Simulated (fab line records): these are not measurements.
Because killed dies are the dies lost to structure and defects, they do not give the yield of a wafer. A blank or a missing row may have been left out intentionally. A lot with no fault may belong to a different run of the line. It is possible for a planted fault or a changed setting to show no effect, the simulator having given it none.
A lot that was struck, set against a sound lot + flow n5 finfet + 44 out of 1938 route steps
Sound: the wafers L237.3, L237.4, L237.5. Struck: wafer L240.1. (L240.3, L240.4 of the same lot were not struck and are left out.) The cause comes at the end.
Order at every step that has rows: each side's tool, ch and its chambers, its first start. Under that, the readings that differ: sound wafers + struck wafers + difference of the means + sigmas: that difference in standard deviations of wafers without a fault.
alike: readings whose means differ by less than 2 such deviations, and words and numbers that are the same on both sides. not compared: withheld readings, readings that some wafer has no value for, bounds like >300 that may hide the same value, and numbers for which the record gives no deviation and whose values overlap.
The two part at a step that has a row with sigmas, a row that says differs or no value, or rows on one side only. Numbers that have no deviation but don't overlap get no sigmas and don't part them. A reading that every wafer of one side lacks parts them only if that side has two wafers or more.

N5_BEOL_M6_ALD_77: deposits TaN, target thk 2 nm, pulse time 2 s, purge time 3 s.
  sound on ald metal-02 ch 0,1,3, day 10 00:14; struck on ald metal-02 ch 0, day 10 03:46
  alike: heater power w
then, 2 steps without rows for these wafers: N5_BEOL_M6_SURFACE_TREAT_79; N5_BEOL_M6_CVD_78 (deposits Co from CCTBA/H2, target thk 2 nm, time 142.3 s).
N5_BEOL_M6_SPUTTER_48: material Cu, target thk 10 nm, time 1.667 s.
  sound on pvd sputter-01, day 10 00:55; struck on pvd sputter-03, day 10 04:29
| reading                | sound          | struck | difference | sigmas |
|------------------------|----------------|--------|------------|--------|
| throttle valve pct (%) | 30.0 29.0 30.2 | 32.0   | +2.3       | +2     |
  alike: substrate temp c
then, 3 steps without rows for these wafers: N5_BEOL_M6_ECD_50 (material Cu, target thk 300 nm); N5_BEOL_M6_ANNEAL_51 (time 90 s); N5_BEOL_M6_CMP_52 (polishes, stops on SiCOH lowk, t overpolish 6.9 s, target thk 80 nm).
N5_BEOL_M6_THK_MEAS_53: measures by xrf.
  sound on film metro-01, day 10 02:20; struck on film metro-02, day 10 05:17
  alike: M6_THK
then, 2 steps without rows for these wafers: N5_BEOL_M6_PRE_CLEAN_55 (time 15 s); N5_BEOL_M6_DEP_56 (deposits SiCN from 3MS/NH3, target thk 10 nm, time 17.5 s).
N5_BEOL_M6_RS_MEAS_57: a four-point-probe measurement.
  sound on film metro-01, day 10 02:28; struck on film metro-01, day 10 05:25
  alike: M6_RS
N5_BEOL_M6_INSPECT_58: inspects for defects (darkfield).
  sound on defect inspect-02, day 10 02:29; struck on defect inspect-01, day 10 05:26
| reading          | sound    | struck | difference | sigmas |
|------------------|----------|--------|------------|--------|
| raw defect count | 81 96 98 | 35     | -57        | -2     |
N5_BEOL_M7_ILD_DEP_00: deposits SiCOH lowk from DEMS/porogen, target thk 179.75 nm, time 33.4 s.
  sound on pecvd-03 ch 0,1,2, day 10 02:32; struck on pecvd-03 ch 0, day 10 05:29
| reading                                            | sound             | struck | difference | sigmas |
|----------------------------------------------------|-------------------|--------|------------|--------|
| model.SiCOH_lowk_of_BEOL_M7_ILD_DEP_00.thk nm (nm) | 180.4 182.2 187.4 | 189.8  | +6.5       |        |
  alike: heater power w, showerhead plenum p Torr, throttle valve pct
N5_BEOL_M7_CURE_74: cures SiCOH lowk, time 240 s.
  sound on uv cure-01 ch 2, day 10 02:45; struck on uv cure-01 ch 0, day 10 05:33
  alike: lamp power pct, wafer_temp_C_max
N5_BEOL_M7_THK_MEAS_01:
  sound on film metro-01, day 10 03:06; struck on film metro-01, day 10 06:04
| reading         | sound             | struck | difference | sigmas |
|-----------------|-------------------|--------|------------|--------|
| M7_ILD_THK (nm) | 155.6 157.2 161.6 | 163.7  | +5.6       | +3     |
then, 10 steps without rows for these wafers: N5_BEOL_M7_PECVD_70 (deposits SiO2 from TEOS/O2, target thk 20 nm, time 22.7 s); N5_BEOL_M7_HM_DEP_02 (deposits TiN, target thk 20 nm); N5_BEOL_M7_COAT_59 (time 60 s, resist thk 100 nm); N5_BEOL_M7_COAT_60 (time 60 s, resist thk 35 nm); N5_BEOL_M7_COAT_05 (resist thk 90 nm); N5_BEOL_M7_EBR_07; N5_BEOL_M7_SOFTBAKE_06 (time 60 s); N5_BEOL_M7_EXPOSE_08 (exposes mask M7); N5_BEOL_M7_PEB_09 (peb time 60 s); N5_BEOL_M7_DEVELOP_10 (develop time 30 s).
N5_BEOL_M7_CD_MEAS_11: the cd target is 38.5 nm.
  sound on cd sem-02 ch 0, day 10 03:34; struck on cd sem-01 ch 0, day 10 08:15
  alike: cd nm
N5_BEOL_M7_OVL_MEAS_12:
  sound on overlay-02 ch 0, day 10 03:36; struck on overlay-01 ch 0, day 10 08:17
  alike: M7_OVL
N5_BEOL_M7_INSPECT_13: inspects for defects (brightfield).
  sound on defect inspect-02, day 10 03:38; struck on defect inspect-01, day 10 08:19
  alike: raw defect count
N5_BEOL_M7_DESCUM_16: chemistry O2, time 7.9 s.
  sound on rie diel-06 ch 0,1,2, day 10 03:40; struck on rie diel-01 ch 3, day 10 08:23
  alike: drypump motor current A, oes product au, rf vpp V, showerhead plenum p Torr, throttle valve pct
  not compared: rf hours counter h
then, 1 step without rows for these wafers: N5_BEOL_M7_ETCH_61 (etches SiARC in CF4, target depth 45.5 nm, time 75.8 s).
N5_BEOL_M7_ETCH_62: etches SOC in N2/H2, target depth 110 nm, overetch 22 nm, time 165 s.
  sound on rie diel-06 ch 0,1,2, day 10 03:45; struck on rie diel-01 ch 3, day 10 08:29
  alike: drypump motor current A, oes product au, rf vpp V, showerhead plenum p Torr, throttle valve pct
  not compared: rf hours counter h
then, 4 steps without rows for these wafers: N5_BEOL_M7_STRIP_68 (strips in N2/H2); N5_BEOL_M7_STRIP_67 (strips in CF4); N5_BEOL_M7_HM_OPEN_17 (chemistry Cl2/BCl3, target TiN, target depth 20 nm, overetch 6 nm); N5_BEOL_M7_STRIP_19 (strips in O2).
N5_BEOL_M7_CD_MEAS_18: pitch 80 nm, target cd 40 nm.
  sound on cd sem-01, day 10 04:13; struck on cd sem-03, day 10 08:58
  alike: cd nm
then, 6 steps without rows for these wafers: N5_BEOL_M7_COAT_63 (time 60 s, resist thk 60 nm); N5_BEOL_M7_COAT_64 (time 60 s, resist thk 12 nm); N5_BEOL_M7_COAT_71 (time 60 s, resist thk 5 nm); N5_BEOL_M7_COAT_22 (resist thk 30 nm); N5_BEOL_M7_EBR_24; N5_BEOL_M7_SOFTBAKE_23 (time 60 s).
N5_BEOL_M7_CMP_52: polishes, stops on SiCOH lowk, t overpolish 6.9 s, target thk 80 nm.
  sound on cmp-02 ch 0,2, day 10 09:06; struck on cmp-02 ch 2, day 10 11:52
| reading                                            | sound             | struck | difference | sigmas |
|----------------------------------------------------|-------------------|--------|------------|--------|
| model.SiCOH_lowk_of_BEOL_M7_ILD_DEP_00.thk nm (nm) | 152.4 154.2 158.6 | 160.8  | +5.7       |        |
  alike: motor current A, slurry flow ml min
following that, these wafers have no rows for 1 step: N5_PASSIVATION_PROBE_49.

WHERE THEY PART
Last at N5_BEOL_M7_THK_MEAS_01 as far as this record goes, first at N5_BEOL_M6_SPUTTER_48. Later steps at which nothing parts them and some readings are alike: N5_BEOL_M7_CD_MEAS_11, N5_BEOL_M7_OVL_MEAS_12, N5_BEOL_M7_INSPECT_13, N5_BEOL_M7_DESCUM_16, N5_BEOL_M7_ETCH_62, N5_BEOL_M7_CD_MEAS_18, N5_BEOL_M7_CMP_52.

WHY: what the simulator had put in
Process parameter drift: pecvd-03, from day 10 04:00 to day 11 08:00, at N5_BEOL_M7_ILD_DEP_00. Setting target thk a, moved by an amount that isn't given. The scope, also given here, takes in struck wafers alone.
